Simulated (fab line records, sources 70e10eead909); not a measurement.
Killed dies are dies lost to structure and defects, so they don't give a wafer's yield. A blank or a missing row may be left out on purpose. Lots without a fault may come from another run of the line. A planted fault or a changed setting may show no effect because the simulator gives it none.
A struck lot beside a sound one | flow nand_harc | 17 steps out of a route of 1302
Sound: wafers L682.1, L682.3, L682.6. Struck: wafers L689.2, L689.5. The cause comes at the end.
At each step with rows: each side's tool, then ch and its chambers, then its first start. Under that, the readings that differ: sound wafers | struck wafers | difference of the means | sigmas: that difference in standard deviations of wafers without a fault.
alike: readings whose means differ by less than 2 such deviations, and words and numbers that are the same on both sides. not compared: withheld readings, readings that some wafer has no value for, bounds like >300 that may hide the same value, and numbers for which the record gives no deviation and whose values overlap.
The two part at a step that has a row with sigmas, a row that says differs or no value, or rows on one side only. Numbers that don't overlap but have no deviation are shown without sigmas and don't part them. A reading that every wafer of one side lacks parts them only if that side has two wafers or more.

NHARC_A_M1_INSPECT_11:
  sound on defect_inspect-01, day 24 02:13; struck on defect_inspect-02, day 26 04:52
  alike: raw_defect_count
then, 1 step without rows for these wafers: NHARC_A_M1_DESCUM_14 (chemistry O2, time 3 s).
NHARC_A_M1_ETCH_35: etches the open film in N2/H2, target depth 40 nm, overetch 12 nm, time 43.94 s.
  sound on rie_diel-08 ch 2,3, day 24 02:22; struck on rie_diel-08 ch 0,1, day 26 05:01
  alike: drypump_motor_current_A, mfc_ar_sccm, oes_product_au, rf_vpp_V, showerhead_plenum_p_Torr, throttle_valve_pct
  not compared: rf_hours_counter_h
then, 1 step without rows for these wafers: NHARC_A_M1_ETCH_15 (etches the open film in C4F8/Ar, target depth 182.5 nm, time 91.2 s).
NHARC_A_M1_CD_MEAS_16:
  sound on cd_sem-02, day 24 02:35; struck on cd_sem-03, day 26 05:14
  alike: cd_nm
NHARC_A_M1_STRIP_18: strips in N2/H2.
  sound on rie_diel-02 ch 0,2,3, day 24 02:41; struck on rie_diel-02 ch 2, day 26 05:20
  alike: drypump_motor_current_A, mfc_ar_sccm, oes_product_au, rf_vpp_V, showerhead_plenum_p_Torr, throttle_valve_pct
  not compared: rf_hours_counter_h
NHARC_A_M1_ETCH_28: etches the open film in CF4/N2, target depth 30 nm, time 72.99 s.
  sound on rie_diel-02 ch 0,1,3; struck on rie_diel-02 ch 2,3
  alike: drypump_motor_current_A, mfc_ar_sccm, oes_product_au, rf_vpp_V, showerhead_plenum_p_Torr, throttle_valve_pct
  not compared: rf_hours_counter_h
then, 1 step without rows for these wafers: NHARC_A_M1_STRIP_19 (strips in post etch residue remover, time 600 s).
NHARC_A_M1_DEGAS_29: time 60 s.
  sound on pvd_sputter-03, day 24 03:19; struck on pvd_sputter-01, day 26 05:58
  alike: heater_power_w
NHARC_A_M1_PRE_CLEAN_30: time 30 s.
  sound on pvd_sputter-03; struck on pvd_sputter-01
  alike: heater_power_w
then, 2 steps without rows for these wafers: NHARC_A_M1_PVD_20 (deposits TaN, target thk 5 nm, time 8.06 s); NHARC_A_M1_PVD_21 (deposits Cu, target thk 30 nm, time 20.49 s).
NHARC_A_M1_ECD_22: material Cu, target thk 400 nm.
  sound on ecd_cu-01 ch 0, day 24 03:41; struck on ecd_cu-01 ch 0,1, day 26 06:19
then, 1 step without rows for these wafers: NHARC_A_M1_ANNEAL_31 (time 90 s).
NHARC_A_M1_CMP_23: polishes, t overpolish 20 s, target thk 154.34 nm.
  sound on cmp-01 ch 1,2,3, day 24 04:24; struck on cmp-04 ch 0,2, day 26 07:06
  reading                | sound    | struck | difference | sigmas
  time_to_endpoint_s (s) | 28 31 24 | 53 64  | +31        | +10
  alike: motor_current_A, slurry_filter_dp_kPa
NHARC_A_M1_THK_MEAS_24: measures by xrf.
  sound on film_metro-01, day 24 04:43; struck on film_metro-02, day 26 07:22
  alike: thk_nm
then, 1 step without rows for these wafers: NHARC_END_SORT_01.

WHERE THEY PART
Only at NHARC_A_M1_CMP_23, within this record. Later steps at which nothing parts them and some readings are alike: NHARC_A_M1_THK_MEAS_24.

WHY: what the simulator had put in
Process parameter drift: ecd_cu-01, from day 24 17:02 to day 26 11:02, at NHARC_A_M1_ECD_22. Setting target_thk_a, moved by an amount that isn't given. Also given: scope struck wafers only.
